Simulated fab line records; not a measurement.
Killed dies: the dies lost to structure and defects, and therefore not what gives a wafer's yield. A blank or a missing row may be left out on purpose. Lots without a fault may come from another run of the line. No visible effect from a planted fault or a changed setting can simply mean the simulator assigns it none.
Chamber matching || flow nand-harc || NHARC_A_M1_CMP_23 on cmp-01 has 4 sister chambers
The step polishes, t overpolish 20 s, target thk 154.34 nm. 4 wafers are shown with their chamber, then 6 later ones without.

WAFERS, EACH WITH ITS CHAMBER
{"wafer": "L919.3", "chamber": 2, "motor-current-A (A)": 12.5}
{"wafer": "L922.6", "chamber": 1, "motor-current-A (A)": 11.5}
{"wafer": "L921.3", "chamber": 0, "motor-current-A (A)": 14.1}
{"wafer": "L921.4", "chamber": 3, "motor-current-A (A)": 12.7}

WAFERS WITH NO CHAMBER GIVEN
{"wafer": "L921.5", "motor-current-A (A)": 12.8}
{"wafer": "L926.2", "motor-current-A (A)": 11.2}
{"wafer": "L926.3", "motor-current-A (A)": 12.5}
{"wafer": "L926.5", "motor-current-A (A)": 13.0}
{"wafer": "L936.1", "motor-current-A (A)": 13.0}
{"wafer": "L936.4", "motor-current-A (A)": 12.8}

CHAMBER TAKEN BY EACH
{"wafer": "L921.5", "from the rows above": "can't be placed: 3 or 2", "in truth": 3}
{"wafer": "L926.2", "from the rows above": 1, "in truth": 1}
{"wafer": "L926.3", "from the rows above": "can't be placed: 2 or 3", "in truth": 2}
{"wafer": "L926.5", "from the rows above": "can't be placed: 3 or 2", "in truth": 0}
{"wafer": "L936.1", "from the rows above": "can't be placed: 3 or 2", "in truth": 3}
{"wafer": "L936.4", "from the rows above": "can't be placed: 3 or 2", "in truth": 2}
Correct placement for 1 of the 6. Unplaceable from these rows: 5, with the true chamber sitting among the candidates in 4. Wrongly placed: 0.
How it was worked out, from the rows above alone: a wafer's distance from a chamber is the root of the sum, over the readings, of the square of ((its reading less the chamber's mean) divided by the reading's scatter). The wafer belongs to the nearest chamber; if the next one is less than 2 further off, it can't be placed. The mean given for a chamber averages the wafers shown for that chamber. The scatter: with one shown wafer a chamber, the root of the mean of the squares of how far each hidden wafer lies from its nearest shown one.
